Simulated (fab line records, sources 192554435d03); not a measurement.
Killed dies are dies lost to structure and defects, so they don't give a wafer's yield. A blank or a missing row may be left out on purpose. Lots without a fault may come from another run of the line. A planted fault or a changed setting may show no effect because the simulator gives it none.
Chamber matching | flow n5_finfet | N5_GATE_CUT_PECVD_57 on pecvd-04: 3 sister chambers
The step deposits SiNx from SiH4/NH3/N2, target thk 21 nm. 3 wafers are shown with their chamber, then 8 later ones without.

WAFERS WITH THEIR CHAMBER
wafer  | chamber | throttle_valve_pct (%)
L085.4 | 2       | 42.5
L086.6 | 1       | 40.8
L089.2 | 0       | 39.9

WAFERS WITHOUT THEIR CHAMBER
wafer  | throttle_valve_pct (%)
L089.3 | 40.9
L089.5 | 39.8
L092.1 | 42.5
L092.2 | 40.0
L092.5 | 42.4
L093.4 | 42.5
L093.5 | 40.6
L093.6 | 40.0

WHICH CHAMBER EACH WENT THROUGH
wafer  | from the rows above | in truth
L089.3 | 1                   | 1
L089.5 | 0                   | 0
L092.1 | 2                   | 2
L092.2 | 0                   | 0
L092.5 | 2                   | 2
L093.4 | 2                   | 2
L093.5 | 1                   | 1
L093.6 | 0                   | 0
Placed correctly: 8 of 8. Can't be placed from these rows: 0. Placed wrongly: 0.
How it was worked out, from the rows above alone: a wafer's distance from a chamber is the root of the sum, over the readings, of the square of ((its reading less the chamber's mean) divided by the reading's scatter). The wafer belongs to the nearest chamber; if the next one is less than 2 further off, it can't be placed. A chamber's mean is the mean of its shown wafers. The scatter: with one shown wafer a chamber, the root of the mean of the squares of how far each hidden wafer lies from its nearest shown one.
